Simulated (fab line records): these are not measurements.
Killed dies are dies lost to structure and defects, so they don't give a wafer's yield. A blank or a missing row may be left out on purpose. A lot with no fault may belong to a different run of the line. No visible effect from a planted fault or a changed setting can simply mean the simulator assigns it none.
Chamber matching || flow n5-finfet || 4 sister chambers for N5_ILD0_CMP_07 on cmp-02
The step polishes SiO2 flowable, stops on poly-Si, t overpolish 1.18 s, target thk 138.88 nm. 4 wafers are shown with their chamber, then 7 later ones without.

## WAFERS, EACH WITH ITS CHAMBER
{"wafer": "L148.4", "chamber": 0, "motor-current-A (A)": 13.1}
{"wafer": "L149.1", "chamber": 1, "motor-current-A (A)": 14.5}
{"wafer": "L149.3", "chamber": 3, "motor-current-A (A)": 12.8}
{"wafer": "L150.2", "chamber": 2, "motor-current-A (A)": 11.8}

## WAFERS WITHOUT THEIR CHAMBER
{"wafer": "L150.3", "motor-current-A (A)": 13.1}
{"wafer": "L150.4", "motor-current-A (A)": 15.3}
{"wafer": "L152.1", "motor-current-A (A)": 12.6}
{"wafer": "L152.4", "motor-current-A (A)": 13.2}
{"wafer": "L152.5", "motor-current-A (A)": 13.8}
{"wafer": "L154.3", "motor-current-A (A)": 12.9}
{"wafer": "L154.6", "motor-current-A (A)": 12.2}

## WHICH CHAMBER EACH ONE RAN IN
{"wafer": "L150.3", "from the rows above": "can't be placed: 0 or 3", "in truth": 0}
{"wafer": "L150.4", "from the rows above": 1, "in truth": 1}
{"wafer": "L152.1", "from the rows above": "can't be placed: 3 or 0 or 2", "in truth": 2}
{"wafer": "L152.4", "from the rows above": "can't be placed: 0 or 3", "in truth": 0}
{"wafer": "L152.5", "from the rows above": "can't be placed: 1 or 0 or 3", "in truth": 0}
{"wafer": "L154.3", "from the rows above": "can't be placed: 3 or 0", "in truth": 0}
{"wafer": "L154.6", "from the rows above": "can't be placed: 2 or 3 or 0", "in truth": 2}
Correct placement for 1 of the 7. Not placeable from these rows: 6 (in 6, the candidates include the true chamber). Wrongly placed: 0.
How it was worked out, from the rows above alone: a wafer's distance from a chamber is the root of the sum, over the readings, of the square of ((its reading less the chamber's mean) divided by the reading's scatter). If the next closest chamber is less than 2 further off than the closest, the wafer can't be placed; otherwise it belongs to the closest. A chamber's mean is the mean of its shown wafers. The scatter (one wafer shown for each chamber): square how far every hidden wafer sits from the nearest shown wafer, average those squares and take the square root.
